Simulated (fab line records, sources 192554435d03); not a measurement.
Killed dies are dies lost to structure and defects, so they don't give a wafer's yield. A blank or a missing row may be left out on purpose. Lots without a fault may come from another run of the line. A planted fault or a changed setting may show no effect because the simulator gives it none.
Chamber matching | flow n5_finfet | N5_BEOL_M11_CURE_71 on uv_cure-01: 3 sister chambers
The step cures SiCOH lowk, time 240 s. 3 wafers are shown with their chamber, then 12 later ones without.

WAFERS WITH THEIR CHAMBER
wafer  | chamber | wafer_temp_C_max
L080.6 | 0       | 387.1
L085.5 | 1       | 386.4
L088.6 | 2       | 387.5

WAFERS WITHOUT THEIR CHAMBER
wafer  | wafer_temp_C_max
L087.1 | 386.6
L087.2 | 387.9
L087.5 | 386.6
L094.3 | 386.2
L094.4 | 385.2
L094.5 | 386.1
L096.1 | 387.5
L096.5 | 387.0
L096.6 | 387.7
L096.2 | 387.3
L096.3 | 387.2
L096.4 | 387.2

WHICH CHAMBER EACH WENT THROUGH
wafer  | from the rows above          | in truth
L087.1 | can't be placed: 1 or 0 or 2 | 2
L087.2 | can't be placed: 2 or 0      | 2
L087.5 | can't be placed: 1 or 0 or 2 | 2
L094.3 | can't be placed: 1 or 0      | 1
L094.4 | can't be placed: 1 or 0      | 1
L094.5 | can't be placed: 1 or 0      | 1
L096.1 | can't be placed: 2 or 0      | 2
L096.5 | can't be placed: 0 or 2 or 1 | 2
L096.6 | can't be placed: 2 or 0      | 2
L096.2 | can't be placed: 0 or 2 or 1 | 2
L096.3 | can't be placed: 0 or 2 or 1 | 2
L096.4 | can't be placed: 0 or 2 or 1 | 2
Placed correctly: 0 of 12. Can't be placed from these rows: 12 (the true chamber is among the candidates in 12). Placed wrongly: 0.
How it was worked out, from the rows above alone: a wafer's distance from a chamber is the root of the sum, over the readings, of the square of ((its reading less the chamber's mean) divided by the reading's scatter). The wafer belongs to the nearest chamber; if the next one is less than 2 further off, it can't be placed. A chamber's mean is the mean of its shown wafers. The scatter: with one shown wafer a chamber, the root of the mean of the squares of how far each hidden wafer lies from its nearest shown one.
